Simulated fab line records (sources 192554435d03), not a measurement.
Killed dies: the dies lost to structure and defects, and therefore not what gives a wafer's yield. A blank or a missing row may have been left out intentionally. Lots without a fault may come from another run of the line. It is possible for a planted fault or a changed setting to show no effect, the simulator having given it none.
Comparing a struck lot with a sound one	flow n5_finfet	39 out of 1938 route steps
Sound: these wafers, L275.1, L275.4, L275.6. Wafers struck: L270.2, L270.4, L270.6. At the end, the cause is stated.
For every step that has rows: the tool of each side, followed by ch and its chambers, followed by its first start. Under that, the readings that differ: sound wafers	struck wafers	difference of the means	sigmas: that difference in standard deviations of wafers without a fault.
alike: readings with means less than 2 such deviations apart, plus words and numbers identical on both sides. not compared: withheld readings, readings lacking a value on some wafer, bounds such as >300 that could conceal the same value, and numbers that have no deviation in the record and whose values overlap.
The two part at a step that has a row with sigmas, a row that says differs or no value, or rows on one side only. When numbers do not overlap yet have no deviation, they are printed without sigmas and do not part them. Lack of a reading on every wafer of one side parts them only where that side has two or more wafers.

first, 11 steps without rows for these wafers: N5_MOL_CONTACT_COAG_ETCH_106 (etches SOC in N2/H2, target depth 80 nm, overetch 16 nm, time 120 s); N5_MOL_CONTACT_COAG_STRIP_107 (strips in N2/H2); N5_MOL_CONTACT_COAG_STRIP_108 (strips in N2/H2); N5_MOL_CONTACT_COAG_CONTACT_ETCH_14 (etches SiO2 in C4F6/O2, target depth 27.5 nm, overetch 8.5 nm, time 20 s); N5_MOL_CONTACT_COAG_STRIP_109 (strips in C4F6/O2); N5_MOL_CONTACT_COAG_ETCH_15 (etches SiNx in CH3F/O2, stops on Si:P, target depth 7 nm); N5_MOL_CONTACT_COAG_ETCH_110 (etches Si in CF4/O2, target depth 2.5 nm, time 8 s); N5_MOL_CONTACT_COAG_STRIP_98 (strips in N2/H2); N5_MOL_CONTACT_COAG_IMPLANT_129; N5_MOL_CONTACT_COAG_PRECLEAN_111 (cleans in NF3:NH3, afs cycles 1, time 20 s, sublimation time 60 s); N5_MOL_CONTACT_COAG_TI_SIL_19 (material Ti, target thk 4.2 nm, time 15 s).
N5_MOL_CONTACT_COAG_ALD_20: deposits TiN, target thk 1.5 nm, pulse time 1 s, purge time 3 s.
  sound on ald_metal-04 ch 1,2, day 8 04:23; struck on ald_metal-04 ch 0,1, day 6 21:27
  no value came back on the struck wafers for any of 5 readings (ald_cycles, chamber_pressure_Torr (Torr) and others); on the sound wafers ald_cycles reads 68 68 68
then, 25 steps without rows for these wafers: N5_MOL_CONTACT_COAG_SIL_ANNEAL_21 (time 60 s); N5_MOL_CONTACT_COAG_PRE_CLEAN_141 (time 60 s); N5_MOL_CONTACT_COAG_SPUTTER_143 (material Co, target thk 2.5 nm); N5_MOL_CONTACT_COAG_CO_FILL_22 (material Co, precursor CCTBA/H2, target thk 20 nm); N5_MOL_CONTACT_COAG_ANNEAL_113 (time 300 s); N5_MOL_CONTACT_COAG_PRE_CLEAN_142 (time 60 s); N5_MOL_CONTACT_COAG_SPUTTER_130 (material Co, target thk 47.5 nm); N5_MOL_CONTACT_COAG_PRECLEAN_125 (cleans in DIW, time 57.5 s); N5_MOL_CONTACT_COAG_SRD_126 (dry time 32 s); N5_MOL_CONTACT_COAG_CMP_23 (polishes, stops on SiO2, t overpolish 1.5 s, target thk 0 nm); N5_MOL_CONTACT_COAG_WET_ETCH_26 (target Co, target depth 13 nm); N5_MOL_CONTACT_COAG_WET_ETCH_116 (etches the open film in SC1-inhibited, target depth 4.6 nm, rinse time 30 s); N5_MOL_CONTACT_COAG_ALD_27 (deposits SiOC, target thk 17 nm, pulse time 1.5 s, time 2720 s); N5_MOL_CONTACT_COAG_CMP_28 (polishes, stops on SiNx, t overpolish 0.85 s, target thk 14.522 nm); N5_MOL_CONTACT_COAG_ALD_123 (deposits SiNx, target thk 5 nm, pulse time 1 s, purge time 2 s); N5_MOL_CONTACT_COAG_PECVD_31 (deposits SiO2 from TEOS/O2, target thk 46 nm, time 8.9 s); N5_MOL_CONTACT_COAG_COAT_75 (time 60 s, resist thk 60 nm); N5_MOL_CONTACT_COAG_COAT_76 (time 60 s, resist thk 10 nm); N5_MOL_CONTACT_COAG_COAT_77 (time 60 s, resist thk 10 nm); N5_MOL_CONTACT_COAG_COAT_78 (resist thk 40 nm); N5_MOL_CONTACT_COAG_EBR_80; N5_MOL_CONTACT_COAG_SOFTBAKE_79 (time 60 s); N5_MOL_CONTACT_COAG_EXPOSE_81 (exposes mask VG, defocus 0 nm); N5_MOL_CONTACT_COAG_PEB_82 (peb time 60 s); N5_MOL_CONTACT_COAG_DEVELOP_83 (develop time 30 s).
-- here the record skips 4 days between the struck wafers' starts before and after, leaving off in module MOL_CONTACT_COAG and picking up in module BEOL_M4 (first step shown: number 1111 of the route) --
N5_BEOL_M4_RC_MEAS_101:
  sound on prober-02 ch 0, day 12 14:01; struck on prober-01 ch 0, day 11 09:19
  alike: DIBL_N, DIBL_P, IOFF_N, IOFF_P, ION_N, ION_P, SS_N, SS_P, VT_N, VT_P
-- the record jumps here: 5 days lie between the struck wafers' starts before and after (it left off in module BEOL_M4 and takes up again in module PASSIVATION, whose first step shown is number 1936 of the route) --
N5_PASSIVATION_PROBE_49:
  sound on prober-01, day 17 08:28; struck on prober-02, day 16 01:58
reading	sound	struck	difference	sigmas
defect_limited_yield (%)	90.5 89.2 89.1	46.2 44.0 48.0	-43.5	-33
killed_at_contacts	12 12 7	536 556 550	+537	+85
killed_dies	112 127 129	635 661 614	+514	+34
killed_on_rim	19 12 20	123 130 13	+72	+18
sort_bin_5_function (%)	5.4 6.9 7.0	50.6 51.5 50.1	+44.3	+50
sort_n_pass	1068 1053 1051	545 519 566	-514	-34
sort_yield_pct (%)	90.5 89.2 89.1	46.2 44.0 48.0	-43.5	-33
  alike: killed_at_M0_to_M3, killed_at_M4_up, killed_at_front_end, killed_at_other, killed_open, killed_short, sort_bin_6_memory

== WHERE THEY PART ==
Last at N5_PASSIVATION_PROBE_49 as far as this record goes, first at N5_MOL_CONTACT_COAG_ALD_20.

WHY: what had been put in by the simulator
Beginning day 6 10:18, the whole step at N5_MOL_CONTACT_COAG_ALD_20 was skipped on ald_metal-04. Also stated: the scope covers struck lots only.
